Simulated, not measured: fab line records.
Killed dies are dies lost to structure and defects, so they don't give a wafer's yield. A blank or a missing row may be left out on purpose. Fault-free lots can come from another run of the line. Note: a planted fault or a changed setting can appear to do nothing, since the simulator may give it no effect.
Matching of chambers ; flow nand_harc ; NHARC_A_STAIRCASE_TRIM_220 on rie_diel-04: 4 sister chambers
The step chemistry O2, time 211.2 s. 30 wafers are shown with their chamber, then 12 later ones without.

## WAFERS PAIRED WITH THEIR CHAMBERS
wafer;chamber;showerhead_plenum_p_Torr (Torr);drypump_motor_current_A (A);throttle_valve_pct (%)
L074.2;1;3.41;6.2;17.039
L074.4;2;3.46;5.7;17.041
L074.6;1;3.41;6.2;17.023
L076.2;2;3.46;5.7;17.035
L076.3;1;3.41;6.2;17.022
L076.5;0;3.33;5.1;17.034
L075.2;0;3.33;5.0;17.040
L075.4;2;3.46;5.7;17.029
L075.5;1;3.41;6.2;17.033
L075.1;1;3.41;6.2;17.043
L075.3;3;3.66;5.3;17.033
L075.6;0;3.33;5.0;17.042
L077.1;1;3.40;6.2;17.023
L077.3;0;3.33;5.0;17.048
L077.5;2;3.45;5.7;17.055
L079.1;3;3.66;5.3;17.034
L079.2;0;3.33;5.0;17.042
L079.3;2;3.45;5.7;17.043
L083.2;3;3.65;5.3;17.037
L083.3;0;3.32;5.1;17.024
L083.4;3;3.65;5.3;17.037
L085.1;3;3.65;5.3;17.034
L085.3;1;3.40;6.2;17.022
L085.5;3;3.65;5.3;17.035
L089.3;2;3.44;5.7;17.035
L089.4;3;3.65;5.3;17.024
L089.5;2;3.44;5.7;17.046
L084.2;2;3.44;5.7;17.038
L084.3;3;3.65;5.2;17.045
L084.4;1;3.40;6.2;17.057

SIGNATURES (means of the wafers above)
reading;chamber 0;chamber 1;chamber 2;chamber 3;scatter within a chamber
showerhead_plenum_p_Torr;3.3283;3.4062;3.4500;3.6525;0.00627
drypump_motor_current_A;5.033;6.200;5.700;5.287;0.0291
throttle_valve_pct;17.03833;17.03275;17.04025;17.03487;0.00916
Rule: for a wafer and a chamber, the distance is found by dividing, reading by reading, the gap between the wafer's reading and the chamber's mean by the reading's scatter, squaring, summing and taking the root. The wafer belongs to the nearest chamber; if the next one is less than 2 further off, it can't be placed. The scatter: the root of (the sum of the squares of (reading less its chamber's mean) over the shown wafers, divided by (wafers less chambers)).

## WAFERS WITHOUT THEIR CHAMBER
wafer;showerhead_plenum_p_Torr (Torr);drypump_motor_current_A (A);throttle_valve_pct (%)
L088.1;3.40;6.2;17.011
L088.3;3.31;5.1;17.032
L088.6;3.44;5.7;17.034
L091.4;3.44;5.7;17.046
L091.5;3.64;5.3;17.045
L091.6;3.31;5.0;17.052
L096.1;3.44;5.7;17.031
L096.3;3.31;5.1;17.027
L096.4;3.64;5.3;17.025
L097.2;3.43;5.7;17.018
L097.3;3.39;6.2;17.037
L097.6;3.43;5.7;17.024

## WHICH CHAMBER EACH ONE RAN IN
wafer;from the rows above;in truth
L088.1;1;1
L088.3;0;0
L088.6;2;2
L091.4;2;2
L091.5;3;3
L091.6;0;0
L096.1;2;2
L096.3;0;0
L096.4;3;3
L097.2;2;2
L097.3;1;1
L097.6;2;2
Correct placement for 12 of the 12. From these rows, 0 cannot be placed. Number placed wrongly: 0.
